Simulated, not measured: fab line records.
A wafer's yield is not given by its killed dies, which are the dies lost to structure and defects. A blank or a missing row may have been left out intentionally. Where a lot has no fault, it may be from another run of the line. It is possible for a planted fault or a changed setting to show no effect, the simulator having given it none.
Matching of chambers	flow n5Finfet	aldMetal-04 running N5_BEOL_M3_ALD_84: 4 sister chambers
The step deposits TaN, pulse time 2 s, purge time 3 s, co reactant purge time 2 s. 4 wafers are shown with their chamber, then 8 later ones without.

== EACH WAFER AND ITS CHAMBER ==
wafer	chamber	heaterPowerW (W)
L082.3	0	424
L085.3	1	409
L085.4	3	440
L091.1	2	372

== WAFERS WITHOUT THEIR CHAMBER ==
wafer	heaterPowerW (W)
L091.2	394
L091.6	366
L093.1	362
L093.3	413
L093.4	442
L095.4	432
L095.5	367
L095.6	404

== WHICH CHAMBER EACH ONE RAN IN ==
wafer	from the rows above	in truth
L091.2	can't be placed: 1 or 2 or 0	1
L091.6	2	2
L093.1	2	2
L093.3	can't be placed: 1 or 0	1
L093.4	3	3
L095.4	can't be placed: 0 or 3 or 1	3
L095.5	2	2
L095.6	can't be placed: 1 or 0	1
Correctly placed: 4 of 8. Not placeable from these rows: 4 (in 4, the candidates include the true chamber). Number placed wrongly: 0.
How it was worked out, from the rows above alone: a wafer's distance from a chamber is the root of the sum, over the readings, of the square of ((its reading less the chamber's mean) divided by the reading's scatter). The wafer belongs to the nearest chamber; if the next one is less than 2 further off, it can't be placed. Each chamber's mean is taken over the wafers shown for it. The scatter: with one shown wafer a chamber, the root of the mean of the squares of how far each hidden wafer lies from its nearest shown one.
